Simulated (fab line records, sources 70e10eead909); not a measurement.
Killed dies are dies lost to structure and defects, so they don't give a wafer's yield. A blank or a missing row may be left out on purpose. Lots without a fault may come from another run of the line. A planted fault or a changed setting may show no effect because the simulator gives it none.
fab line records | flow nand_harc
record lots=6 wafers=18 last_day=34
route steps=1302 shown P_STI@69 END@1302
lots that met no fault: from a run of the same line without faults
start_h: hours from the record's first day to the start of the lot's first wafer shown | wait_h: hours since the lot's step before | " the same as in the row above | L1.1+2: a row that stands for several wafers | - no value, or no start given | * or withheld: withheld | < > ~ a bound
route shown NAME@n: a module of which the file shows steps, and the number in the route of the first | usual: mean/standard deviation of fault-free wafers | same: alike in all rows | chamber/n: place in a boat | sites: the reading at each site | _std_site: their standard deviation | _edge_site: outer sites' mean less inner sites' | radius_mm: how far each site lies from the wafer's centre | mask NAME#n: copy n | behind: the tool/chamber that last shaped the wafer | hold: why the lot was held/for how many hours/how that ended | device: the transistor (n, p or np) that didn't switch | end of line: the same wafers' tests at the end of the route | a step without rows: its recipe alone | killed: dies lost to structure and defects at the first sort, not the wafer's yield | map: a wafer's dies, x killed, . not, _ none there
set.NAME: the setting as run; set.NAME@STEP: as run at that earlier step | model.NAME: the simulator's own value behind a step, which no gauge read
lots at some steps of the route; a table a step, a row a wafer
services: from which hour (start_h, from the record's first day; less than 0 if before it) a tool's chamber was out of use, for how many hours, and why
## steps
# step NHARC_P_STI_ETCH_26
# recipe target_depth_a=110 chemistry=dHF material=SiO2
# step NHARC_P_STI_PRECLEAN_27
# recipe time_s=* temp_c=50 bath_age_min=0 chemistry=SC1
# step NHARC_P_STI_SRD_28
# step NHARC_P_STI_OXIDE_29
# recipe target_thk_a=100 temp_c=900 ox_time_s=1362 material=SiO2
# step NHARC_P_STI_HM_DEP_30
# recipe target_thk_a=800 temp_c=790 pressure_mtorr=300 time_s=873 material=Si3N4
# step NHARC_P_STI_DEHYDRATE_01
# recipe temp_c=150 time_s=120
# step NHARC_P_STI_HMDS_02
# recipe time_s=30
# step NHARC_P_STI_COAT_41
# recipe temp_c=200 time_s=65
# step NHARC_P_STI_COAT_03
# recipe spin_rpm=2000 resist_thk_nm=600
# step NHARC_P_STI_SOFTBAKE_04
# recipe temp_c=125 time_s=70
# step NHARC_P_STI_EBR_05
# step NHARC_P_STI_EXPOSE_06
# recipe na=0.55 target_cd_nm=200 dose_mj=37.69 mask_id=P_STI
# step NHARC_P_STI_PEB_07
# recipe peb_temp_c=128 peb_time_s=80
# usual heater_power_total_W=189.8/0.82 plate_temp_C=128.01/0.13
# columns lot.wafer tool chamber start_h wait_h heater_power_total_W plate_temp_C
L540.3 litho_track-07 0 57.56 0.1 188.5 127.94
L540.5 " 0 " " 190.4 127.92
L540.6 " 0 " " 190.8 127.76
L545.1 litho_track-07 0 105.43 0.1 189.6 127.90
L545.2 " 0 " " 190.9 127.94
L545.3 " 0 " " 190.6 127.92
L557.1 litho_track-07 0 222.19 0.1 185.9 125.78
L557.3 " 0 " " 184.7 125.78
L557.6 " 0 " " 186.0 125.99
L559.1 litho_track-07 0 242.79 0.1 184.5 125.94
L559.2 " 0 " " 184.7 125.95
L559.6 " 0 " " 186.2 126.01
L561.2 litho_track-03 0 263.70 0.1 189.0 127.84
L561.4 " 0 " " 189.0 127.87
L561.6 " 0 " " 189.8 127.84
L562.1 litho_track-05 0 273.80 0.1 189.1 128.04
L562.4 " 0 " " 190.7 128.00
L562.5 " 0 " " 189.6 128.10
# step NHARC_P_STI_DEVELOP_08
# recipe time_s=50 dev_temp_c=22
# step NHARC_P_STI_CD_MEAS_09
# recipe target_cd_nm=200 landing_energy_ev=500
# usual cd_nm=200.2/2
# columns lot.wafer tool chamber start_h wait_h cd_nm
L540.3 cd_sem-02 0 57.65 - 199.9
L540.5 " 0 " " 197.9
L540.6 " 0 " " 198.0
L545.1 cd_sem-01 0 105.51 - 201.1
L545.2 " 0 " " 200.7
L545.3 " 0 " " 200.5
L557.1 cd_sem-02 0 222.28 - 182.1
L557.3 " 0 " " 181.7
L557.6 " 0 " " 181.7
L559.1 cd_sem-03 0 242.87 - 179.6
L559.2 " 0 " " 178.5
L559.6 " 0 " " 179.3
L561.2 cd_sem-03 0 263.78 - 200.0
L561.4 " 0 " " 200.3
L561.6 " 0 " " 197.6
L562.1 cd_sem-03 0 273.88 - 201.5
L562.4 " 0 " " 201.9
L562.5 " 0 " " 202.7
# step NHARC_P_STI_OVL_MEAS_10
# usual overlay_x_nm=-1/5.1 overlay_y_nm=0/7.6
# columns lot.wafer tool chamber start_h wait_h overlay_x_nm overlay_y_nm
L540.3 overlay-01 - 57.73 - 0 -1
L540.5 " - " " 1 -2
L540.6 " - " " 1 -2
L545.1 overlay-02 - 105.60 - -4 -8
L545.2 " - " " -4 -8
L545.3 " - " " -4 -8
L557.1 overlay-02 - 222.37 - -8 -1
L557.3 " - " " -8 -2
L557.6 " - " " -8 -2
L559.1 overlay-01 - 242.96 - 3 -14
L559.2 " - " " 3 -13
L559.6 " - " " 3 -13
L561.2 overlay-01 - 263.87 - -9 10
L561.4 " - " " -9 10
L561.6 " - " " -9 11
L562.1 overlay-02 - 273.97 - 7 -3
L562.4 " - " " 7 -2
L562.5 " - " " 7 -3
# step NHARC_P_STI_INSPECT_11
# usual raw_defect_count=4.9/2.9
# columns lot.wafer tool chamber start_h wait_h raw_defect_count
L540.3 defect_inspect-02 - 57.77 0.0 7
L540.5 " - " " 15
L540.6 " - " " 14
L545.1 defect_inspect-02 - 105.64 0.0 5
L545.2 " - " " 2
L545.3 " - " " 4
L557.1 defect_inspect-02 - 222.40 0.0 5
L557.3 " - " " 3
L557.6 " - " " 7
L559.1 defect_inspect-02 - 243.00 0.0 1
L559.2 " - " " 6
L559.6 " - " " 7
L561.2 defect_inspect-01 - 263.91 0.0 7
L561.4 " - " " 3
L561.6 " - " " 6
L562.1 defect_inspect-01 - 274.01 0.0 2
L562.4 " - " " 9
L562.5 " - " " 7
# step NHARC_P_STI_HARDBAKE_13
# recipe temp_c=118 time_s=65
# step NHARC_P_STI_DESCUM_14
# recipe time_s=3 o2_flow_sccm=200 ar_flow_sccm=0 bias_power_w=0 chemistry=O2
# usual drypump_motor_current_A=5.9/0.51 oes_product_au=0.999/0.0079 rf_vpp_V=57.9/0.94 showerhead_plenum_p_Torr=1.95/0.079 throttle_valve_pct=11.311/0.0088
# columns lot.wafer tool chamber start_h wait_h drypump_motor_current_A oes_product_au rf_hours_counter_h rf_vpp_V showerhead_plenum_p_Torr throttle_valve_pct model.P_STI.cd_nm
L540.3 rie_diel-01 0 57.91 - 5.3 1.001 0 57.4 1.94 11.336 200
L540.5 " 3 " " 6.6 0.999 - 59.1 2.06 11.316 198.1
L540.6 " 0 " " 5.3 0.991 - 57.8 1.94 11.300 197.9
L545.2 rie_diel-10 0 105.77 - 5.7 0.995 1 58.0 1.90 11.323 200.6
L545.3 " 1 " " 5.7 0.989 1 59.7 2.04 11.317 200.6
L545.1 " 3 " " 6.7 1.009 1 58.3 1.88 11.311 200.8
L557.3 rie_diel-10 0 222.54 - 5.7 1.005 8 57.5 1.90 11.323 181.6
L557.1 " 3 " " 6.7 1.004 8 56.4 1.87 11.313 182.5
L557.6 " 0 " " 5.7 1.002 - 58.7 1.90 11.327 181.9
L559.1 rie_diel-12 0 243.13 - 6.0 1.007 12 58.6 2.03 11.327 179.4
L559.2 " 2 " " 5.3 0.982 10 58.4 1.91 11.303 178.3
L559.6 " 0 " " 6.0 0.992 - 57.4 2.03 11.321 179.6
L561.4 rie_diel-01 3 264.04 - 6.6 0.998 3 58.3 2.06 11.319 201
L561.2 " 0 " " 5.4 1.010 3 56.4 1.94 11.311 199.9
L561.6 " 0 " " 5.3 1.008 - 57.6 1.94 11.306 198
L562.1 rie_diel-10 3 274.14 - 6.7 0.997 3 57.3 1.87 11.298 201.6
L562.4 " 1 " " 5.7 1.004 2 58.8 2.04 11.312 202.5
L562.5 " 0 " " 5.7 0.999 - 56.8 1.90 11.305 203.2
# step NHARC_P_STI_ETCH_42
# recipe target_depth_a=800 overetch_a=240 time_s=61 ion_energy_ev=200 n2_flow_sccm=150 h2_flow_sccm=150 ar_flow_sccm=0 rf_w=400 bias_w=150 chemistry=N2/H2
# usual drypump_motor_current_A=5.9/0.49 oes_product_au=0.999/0.0077 rf_vpp_V=431.6/2.6 showerhead_plenum_p_Torr=2.07/0.088 throttle_valve_pct=14.171/0.01
# columns lot.wafer tool chamber start_h wait_h drypump_motor_current_A oes_product_au rf_hours_counter_h rf_vpp_V showerhead_plenum_p_Torr throttle_valve_pct
L540.3 rie_diel-01 3 57.99 0.1 6.6 0.989 0 434.8 2.20 14.174
L540.5 " 2 " " 5.8 1.007 - 425.8 1.90 14.156
L540.6 " 3 " " 6.6 0.991 - 435.7 2.20 14.174
L545.1 rie_diel-10 3 105.87 0.1 6.7 1.004 1 429.6 2.00 14.156
L545.3 " 0 " " 5.7 0.999 1 430.1 2.03 14.175
L545.2 " 1 " " 5.7 0.992 1 434.6 2.18 14.170
L557.1 rie_diel-10 1 222.63 0.1 5.7 0.995 8 433.6 2.18 14.176
L557.3 " 3 " " 6.7 1.005 8 429.4 1.99 14.171
L557.6 " 0 " " 5.7 0.995 - 430.4 2.03 14.175
L559.2 rie_diel-12 2 243.22 0.1 5.4 0.988 10 428.6 2.04 14.149
L559.1 " 3 " " 6.0 0.996 11 432.9 2.14 14.170
L559.6 " 2 " " 5.3 0.975 - 430.5 2.04 14.168
L561.4 rie_diel-01 1 264.14 0.1 6.4 1.005 3 429.3 1.99 14.167
L561.2 " 2 " " 5.8 0.992 4 425.8 1.90 14.170
L561.6 " 0 " " 5.4 0.993 - 432.0 2.06 14.180
L562.1 rie_diel-10 1 274.23 0.1 5.7 1.002 2 434.7 2.18 14.168
L562.4 " 3 " " 6.7 1.008 3 429.2 1.99 14.141
L562.5 " 1 " " 5.7 0.996 - 434.5 2.18 14.165
# step NHARC_P_STI_ETCH_31
# recipe target_depth_a=1089 time_s=54.5 cf4_flow_sccm=100 chf3_flow_sccm=30 ar_flow_sccm=0 rf_w=500 bias_w=200 chemistry=CF4/CHF3
# usual drypump_motor_current_A=5.9/0.49 oes_product_au=0.963/0.018 rf_vpp_V=371.3/2.2 showerhead_plenum_p_Torr=1.60/0.063 throttle_valve_pct=16.802/0.011
# columns lot.wafer tool chamber start_h wait_h drypump_motor_current_A oes_product_au rf_hours_counter_h rf_vpp_V showerhead_plenum_p_Torr throttle_valve_pct
L540.3 rie_diel-01 0 - - 5.3 0.959 0 371.9 1.59 16.806
L540.6 " 1 " " 6.4 0.980 - 369.4 1.54 16.783
L540.5 " 2 " " 5.8 0.989 - 368.6 1.48 16.783
L545.2 rie_diel-10 0 - - 5.7 0.928 1 370.6 1.57 16.821
L545.1 " 1 " " 5.7 0.920 1 373.4 1.67 16.782
L545.3 " 3 " " 6.7 0.937 1 370.5 1.54 16.805
L557.3 rie_diel-10 1 - - 5.7 0.911 8 373.0 1.67 16.806
L557.1 " 3 " " 6.7 0.921 8 368.7 1.54 16.782
L557.6 " 1 " " 5.7 0.915 - 374.0 1.67 16.779
L559.2 rie_diel-12 0 - - 6.0 0.950 12 373.3 1.66 16.794
L559.1 " 2 " " 5.3 0.961 10 370.4 1.57 16.796
L559.6 " 0 " " 6.0 0.964 - 372.7 1.67 16.811
L561.2 rie_diel-01 1 - - 6.5 0.951 3 370.0 1.54 16.806
L561.4 " 0 " " 5.3 0.951 3 371.5 1.59 16.815
L561.6 " 1 " " 6.4 0.957 - 370.3 1.54 16.807
L562.1 rie_diel-10 2 - - 6.2 0.995 2 371.9 1.59 16.799
L562.4 " 0 " " 5.7 0.960 3 369.6 1.56 16.794
L562.5 " 2 " " 6.2 0.995 - 369.9 1.59 16.794
# step NHARC_P_STI_ETCH_15
# recipe target_depth_a=3000 taper_deg=4 time_s=100.1 hbr_flow_sccm=150 cl2_flow_sccm=50 rf_w=400 icp_w=400 bias_w=100 chemistry=HBr/Cl2
# usual drypump_motor_current_A=5.7/0.45 oes_product_au=1.001/0.0073 throttle_valve_pct=26.405/0.0092
# columns lot.wafer tool chamber start_h wait_h drypump_motor_current_A oes_product_au rf_hours_counter_h throttle_valve_pct model.P_STI.cd_nm
L540.3 rie_si-03 3 58.17 - 5.8 1.000 0.01 26.420 198.6
L540.5 " 3 " " 5.7 1.000 - 26.413 197.9
L540.6 " 0 " " 5.9 1.010 - 26.401 197.4
L545.2 rie_si-04 3 106.09 - 5.7 1.004 0.73 26.396 198.6
L545.1 " 0 " " 6.3 1.002 0.67 26.398 199.9
L545.3 " 2 " " 5.1 0.994 0.72 26.412 199.7
L557.3 rie_si-01 2 222.81 - 5.3 1.009 0.13 26.398 181.7
L557.1 " 0 " " 5.7 1.002 0.19 26.408 182.5
L557.6 " 0 " " 5.7 0.983 - 26.397 182
L559.2 rie_si-01 3 243.41 - 4.8 1.000 0.29 26.407 177.3
L559.1 " 0 " " 5.7 0.995 0.33 26.384 178.7
L559.6 " 3 " " 4.8 0.992 - 26.401 178.6
L561.4 rie_si-03 0 264.32 - 5.9 1.012 0.15 26.392 199.3
L561.2 " 1 " " 5.6 1.004 0.15 26.401 198.7
L561.6 " 1 " " 5.6 1.014 - 26.408 197.3
L562.4 rie_si-01 0 274.42 - 5.7 0.991 0.56 26.413 202.4
L562.1 " 3 " " 4.9 1.002 0.61 26.386 201
L562.5 " 1 " " 6.3 1.007 - 26.404 202.7
# step NHARC_P_STI_CD_MEAS_16
# usual cd_nm=199.7/2
# columns lot.wafer tool chamber start_h wait_h cd_nm
L540.3 cd_sem-03 - 58.34 - 198.7
L540.5 " - " " 197.6
L540.6 " - " " 197.7
L545.1 cd_sem-02 - 106.25 - 199.9
L545.2 " - " " 198.1
L545.3 " - " " 199.6
L557.1 cd_sem-01 - 223.01 - 182.8
L557.3 " - " " 181.6
L557.6 " - " " 181.4
L559.1 cd_sem-01 - 243.57 - 178.2
L559.2 " - " " 177.4
L559.6 " - " " 178.5
L561.2 cd_sem-02 - 264.48 - 198.6
L561.4 " - " " 199.3
L561.6 " - " " 197.2
L562.1 cd_sem-02 - 274.58 - 200.9
L562.4 " - " " 202.4
L562.5 " - " " 202.9
# step NHARC_P_STI_OCD_MEAS_17
# usual trench_depth_nm=301.0/2.9 trench_foot_cd_nm=158.1/2
# columns lot.wafer tool chamber start_h wait_h trench_depth_nm trench_foot_cd_nm
L540.3 ocd-01 - 58.43 0.1 301.0 158.0
L540.5 " - " " 299.9 156.3
L540.6 " - " " 302.4 155.7
L545.1 ocd-01 - 106.33 0.1 303.5 158.1
L545.2 " - " " 298.1 159.0
L545.3 " - " " 296.5 159.0
L557.1 ocd-02 - 223.09 0.1 301.2 140.5
L557.3 " - " " 305.8 138.6
L557.6 " - " " 298.8 140.0
L559.1 ocd-01 - 243.66 0.1 298.5 137.9
L559.2 " - " " 299.9 136.1
L559.6 " - " " 297.6 138.0
L561.2 ocd-01 - 264.57 0.1 302.8 156.9
L561.4 " - " " 305.5 158.4
L561.6 " - " " 303.9 155.1
L562.1 ocd-02 - 274.67 0.1 302.6 158.7
L562.4 " - " " 300.0 160.2
L562.5 " - " " 303.0 160.9
# step NHARC_P_STI_STRIP_19
# recipe time_s=900 temp_c=130 chemistry=SPM
# step NHARC_END_SORT_01
# recipe temp_c=25
# usual killed_at_array=50/18 killed_at_other=0.8/1.1 killed_at_periphery=4.1/2.9 killed_dies=55/18 killed_open=3.5/1.9 killed_short=2.4/1.5
# same gross_dies=677
# columns lot.wafer tool chamber start_h wait_h killed_at_array killed_at_other killed_at_periphery killed_dies killed_open killed_short
L540.3 prober-01 0 593.39 3.1 36 0 9 45 1 3
L540.5 prober-01 0 595.00 3.7 33 1 3 37 2 2
L540.6 prober-01 0 595.80 4.0 32 0 1 33 1 1
L545.1 prober-02 0 631.32 2.5 83 0 6 89 5 1
L545.2 prober-02 0 632.13 2.8 80 1 4 85 3 2
L545.3 prober-02 0 632.94 3.1 86 0 4 90 9 1
L557.1 prober-01 0 754.63 2.5 57 0 4 61 4 3
L557.3 prober-01 0 756.22 3.1 82 0 5 87 2 3
L557.6 prober-01 0 758.60 4.0 63 0 9 72 3 3
L561.2 prober-02 0 790.54 2.8 39 1 3 43 5 1
L561.4 prober-02 0 792.13 3.4 27 0 3 30 5 0
L561.6 prober-02 0 793.71 4.0 24 0 3 27 1 2
L562.1 prober-02 0 801.56 2.5 53 3 2 58 4 3
L562.4 prober-02 0 803.93 3.4 29 1 3 33 3 1
L562.5 prober-02 0 804.72 3.7 44 2 3 49 2 2
# killed by level:class
L540.3 A_SLIT:chamber_film_flake=17 A_CHANNEL_HOLE_D2:chamber_film_flake=10 P_BONDPAD:chamber_film_flake=4 P_STI:chamber_film_flake=2 A_DECK1_JOINT:chamber_film_flake=2 A_CONTACT:chamber_film_flake=2 P_STI:geometric_particle:open=1 P_GATE:geometric_particle:short=1
L540.5 A_SLIT:chamber_film_flake=19 A_CHANNEL_HOLE_D2:chamber_film_flake=7 A_DECK1_JOINT:geometric_particle:short=1 A_ONON_D2:geometric_particle:short=1 A_WL_FILL:geometric_particle:open=1 P_ZERO_WELL:chamber_film_flake=1 P_GATE:chamber_film_flake=1 P_BONDPAD:chamber_film_flake=1
L540.6 A_SLIT:chamber_film_flake=20 A_CHANNEL_HOLE_D2:chamber_film_flake=6 A_CONTACT:chamber_film_flake=2 A_CHANNEL_FILL_D2:geometric_particle:short=1 A_M0:geometric_particle:open=1 P_CONTACT:chamber_film_flake=1 A_CHANNEL_HOLE_D1:chamber_film_flake=1 A_STAIRCASE:chamber_film_flake=1
L545.1 A_SLIT:chamber_film_flake=25 A_CHANNEL_HOLE_D1:chamber_film_flake=23 A_CHANNEL_HOLE_D2:chamber_film_flake=19 A_CONTACT:chamber_film_flake=5 P_GATE:chamber_film_flake=3 A_ZERO_WELL:chamber_film_flake=3 P_CONTACT:geometric_particle:open=1 P_M0:geometric_particle:open=1
L545.2 A_CHANNEL_HOLE_D2:chamber_film_flake=24 A_CHANNEL_HOLE_D1:chamber_film_flake=20 A_SLIT:chamber_film_flake=18 A_CONTACT:chamber_film_flake=9 A_CHANNEL_FILL_D1:chamber_film_flake=4 P_GATE:chamber_film_flake=2 P_M0:geometric_particle:open=1 A_ONON_D1:geometric_particle:open=1
L545.3 A_SLIT:chamber_film_flake=24 A_CHANNEL_HOLE_D1:chamber_film_flake=23 A_CHANNEL_HOLE_D2:chamber_film_flake=19 A_CONTACT:chamber_film_flake=7 P_GATE:chamber_film_flake=3 A_CONTACT:geometric_particle:open=2 A_STAIRCASE:chamber_film_flake=2 P_M0:geometric_particle:open=1
L557.1 A_SLIT:chamber_film_flake=21 A_CHANNEL_HOLE_D2:chamber_film_flake=11 A_CHANNEL_HOLE_D1:chamber_film_flake=10 A_CONTACT:chamber_film_flake=4 A_WL_FILL:chamber_film_flake=3 A_CHANNEL_FILL_D2:geometric_particle:open=2 A_STAIRCASE:chamber_film_flake=2 P_M0:geometric_particle:open=1
L557.3 A_SLIT:chamber_film_flake=30 A_CHANNEL_HOLE_D2:chamber_film_flake=17 A_CHANNEL_HOLE_D1:chamber_film_flake=14 A_STAIRCASE:chamber_film_flake=8 A_CONTACT:chamber_film_flake=3 A_WL_FILL:chamber_film_flake=3 A_M1:chamber_film_flake=2 P_STI:area_peb=2
L557.6 A_SLIT:chamber_film_flake=23 A_CHANNEL_HOLE_D2:chamber_film_flake=19 A_CHANNEL_HOLE_D1:chamber_film_flake=7 P_STI:area_peb=4 A_WL_FILL:chamber_film_flake=3 A_CONTACT:chamber_film_flake=3 A_BONDPAD:chamber_film_flake=2 P_CONTACT:geometric_particle:short=1
L561.2 A_CONTACT:chamber_film_flake=13 A_SLIT:chamber_film_flake=11 A_STAIRCASE:chamber_film_flake=8 P_CONTACT:geometric_particle:open=1 P_M0:geometric_particle:short=1 A_ONON_D1:geometric_particle:open=1 A_CHANNEL_HOLE_D2:geometric_particle:open=1 A_WL_FILL:geometric_particle:open=1
L561.4 A_CONTACT:chamber_film_flake=9 A_STAIRCASE:chamber_film_flake=6 A_SLIT:chamber_film_flake=3 A_DECK1_JOINT:geometric_particle:open=2 A_CHANNEL_HOLE_D1:chamber_film_flake=2 P_CONTACT:geometric_particle:open=1 A_CHANNEL_HOLE_D2:geometric_particle:open=1 A_M1:geometric_particle:open=1
L561.6 A_CONTACT:chamber_film_flake=6 A_SLIT:chamber_film_flake=6 A_STAIRCASE:chamber_film_flake=3 A_BONDPAD:chamber_film_flake=3 P_STI:chamber_film_flake=2 A_M0:chamber_film_flake=2 P_M2:geometric_particle:short=1 A_ONON_D2:geometric_particle:short=1
L562.1 A_CHANNEL_HOLE_D1:chamber_film_flake=25 A_SLIT:chamber_film_flake=7 A_WL_FILL:chamber_film_flake=6 A_CONTACT:chamber_film_flake=3 THIN_TSV:chamber_film_flake=3 A_WL_FILL:geometric_particle:open=2 A_CHANNEL_FILL_D1:chamber_film_flake=2 A_CHANNEL_HOLE_D2:chamber_film_flake=2
L562.4 A_CHANNEL_HOLE_D1:chamber_film_flake=16 A_SLIT:chamber_film_flake=6 A_CONTACT:chamber_film_flake=3 A_WL_FILL:chamber_film_flake=2 P_GATE:geometric_particle:open=1 P_GATE:geometric_particle:short=1 P_M2:geometric_particle:open=1 A_CHANNEL_HOLE_D2:geometric_particle:open=1
L562.5 A_CHANNEL_HOLE_D1:chamber_film_flake=16 A_CONTACT:chamber_film_flake=8 A_STAIRCASE:chamber_film_flake=7 A_SLIT:chamber_film_flake=7 A_WL_FILL:chamber_film_flake=3 P_STI:geometric_particle:short=1 P_GATE:geometric_particle:open=1 A_ONON_D2:geometric_particle:open=1
## services
# columns tool chamber start_h hours kind
rie_si-01 2 37.77 2.5 repair
rie_diel-10 3 39.78 2.7 repair
rie_si-03 - 44.08 9.0 pm
rie_diel-10 0 55.09 5.4 repair
rie_si-01 - 56.59 0.3 repair
rie_diel-10 2 64.69 6.3 repair
rie_diel-10 - 65.50 9.0 pm
litho_track-07 - 76.00 7.0 pm
rie_diel-12 - 91.69 9.0 pm
rie_diel-10 2 98.41 8.0 repair
rie_diel-10 3 98.74 1.5 repair
rie_diel-12 2 147.20 34.8 repair
rie_si-01 2 186.60 11.7 repair
rie_si-01 - 190.88 0.3 repair
rie_si-01 - 193.00 9.0 pm
rie_diel-01 - 203.83 9.0 pm
rie_si-01 1 218.15 9.1 repair
rie_si-03 - 221.08 9.0 pm
rie_si-01 2 225.18 5.7 repair
rie_si-01 2 237.40 1.2 repair
rie_diel-10 - 242.59 9.0 pm
litho_track-07 - 251.00 7.0 pm
rie_diel-12 - 255.20 0.8 repair
rie_diel-12 - 268.69 9.0 pm
## key
first_sign step=NHARC_P_STI_PEB_07 reading=plate_temp_C direction=down sigmas=16 usual=* struck=*
effect step=NHARC_P_STI_PEB_07 reading=heater_power_total_W direction=down sigmas=5.4 usual=* struck=*
effect step=NHARC_P_STI_CD_MEAS_09 reading=cd_nm direction=down sigmas=9.8 usual=200.2 struck=180.5
effect step=NHARC_P_STI_CD_MEAS_16 reading=cd_nm direction=down sigmas=9.9 usual=199.7 struck=180.0
effect step=NHARC_P_STI_OCD_MEAS_17 reading=trench_foot_cd_nm direction=down sigmas=9.5 usual=158.1 struck=138.5
model_effect step=NHARC_P_STI_DESCUM_14 value=P_STI.cd_nm without=199.7 struck=180.5
model_effect step=NHARC_P_STI_ETCH_15 value=P_STI.cd_nm without=199.3 struck=180.1
met_at NHARC_P_STI_PEB_07
struck_wafers L557.1,L557.3,L557.6,L559.1,L559.2,L559.6
sort_left_out L559.1,L559.2,L559.6
tester_left_out L557,L559
onset_between 105.43 222.19
fault kind=process_parameter_drift tool=litho_track-07 chamber=- onset_h=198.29 steps=NHARC_P_STI_PEB_07 channel=peb_temp_c offset=* shape=step end_h=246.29 acts_in=* stated=*
# tester_left_out: of these lots the tester's yield and bins aren't shown, on N5 and GAA mostly nor the transistor test; their killed dies are dies lost to structure and defects alone, not to doping, threshold or leakage, so they don't give the yield
# sort_left_out: the simulated sort isn't trusted on such a fault, so these wafers' sort isn't shown, and their yield isn't known
